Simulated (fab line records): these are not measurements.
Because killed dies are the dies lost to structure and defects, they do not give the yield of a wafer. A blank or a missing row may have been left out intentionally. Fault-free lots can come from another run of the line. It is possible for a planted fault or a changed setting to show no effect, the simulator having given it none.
A lot that was struck, set against a sound lot | flow nand-harc | 14 steps out of a route of 1302
Sound: these wafers, L473.1, L473.4, L473.5. The struck wafers were L467.1, L467.2, L467.6. The cause is named last.
Per side, at each step with rows, come the tool, then ch with its chambers, and then its first start. Under that, the readings that differ: sound wafers | struck wafers | difference of the means | sigmas: that difference in standard deviations of wafers without a fault.
alike: readings with means less than 2 such deviations apart, plus words and numbers identical on both sides. not compared: withheld readings, readings lacking a value on some wafer, bounds such as >300 that could conceal the same value, and numbers that have no deviation in the record and whose values overlap.
Wherever a step has rows on one side only, a row that says differs or no value, or a row with sigmas, the two part there. Numbers that have no deviation but don't overlap get no sigmas and don't part them. A reading missing from all wafers of one side parts the sides only when that side holds two or more wafers.

NHARC_P_M1_CMP_23: polishes, t overpolish 20 s, target thk 157.82 nm.
  sound on cmp-03 ch 0,1,3, day 14 22:37; struck on cmp-01 ch 1,2,3, day 12 11:23
  alike: motor-current-A, time-to-endpoint-s
  not compared: pad-life-wafers
NHARC_P_M1_THK_MEAS_24: measures by xrf.
  sound on film-metro-02 at day 14 22:54; struck on film-metro-02 at day 12 11:42
  alike: thk-nm
next, for these wafers, 1 step has no rows: NHARC_P_M1_SRD_25.
NHARC_P_M1_INSPECT_27:
  sound on defect-inspect-02 at day 14 23:03; struck on defect-inspect-01 at day 12 11:51
  alike: raw-defect-count
NHARC_P_M1_PRE_CLEAN_32: time 12 s.
  sound on pecvd-03 ch 0,1, day 14 23:08; struck on pecvd-01 ch 0,1,2, day 12 11:55
  alike: heater-power-w
NHARC_P_M1_DEP_33: deposits SiCN, target thk 30 nm.
  sound on pecvd-03 ch 0,1, day 14 23:14; struck on pecvd-01 ch 0,1,2, day 12 12:00
  alike: heater-power-w
then, 5 steps without rows for these wafers: NHARC_P_M2_DEP_00 (deposits SiOC, target thk 182.5 nm); NHARC_P_M2_DEHYDRATE_01 (time 120 s); NHARC_P_M2_HMDS_02 (time 30 s); NHARC_P_M2_COAT_34 (time 65 s); NHARC_P_M2_COAT_03 (resist thk 90 nm).
NHARC_P_M2_SOFTBAKE_04: time 55 s.
  sound on litho-track-06 ch 0, day 15 00:00; struck on litho-track-06 ch 0, day 12 12:00
  reading                  | sound                | struck               | difference | sigmas
  heater-power-total-W (W) | 188.32 188.40 188.45 | 193.15 193.44 193.28 | +4.90      | +38
  alike: resist-line-temp-C
next, for these wafers, 1 step has no rows: NHARC_P_M2_EBR_05.
-- the record jumps here: 18 days lie between the struck wafers' starts before and after (it left off in module P_M2 and takes up again in module END, whose first step shown is number 1302 of the route) --
NHARC_END_SORT_01:
  at this point the record logs the struck wafers (prober-01 ch 0, day 30 08:32) and has no rows for the sound ones

WHERE THEY PART
Earliest at NHARC_P_M2_SOFTBAKE_04; latest, in this record, at NHARC_END_SORT_01.

WHY: what the simulator had put in
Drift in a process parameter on litho-track-06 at NHARC_P_M2_SOFTBAKE_04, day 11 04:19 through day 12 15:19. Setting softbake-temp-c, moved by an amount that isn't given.
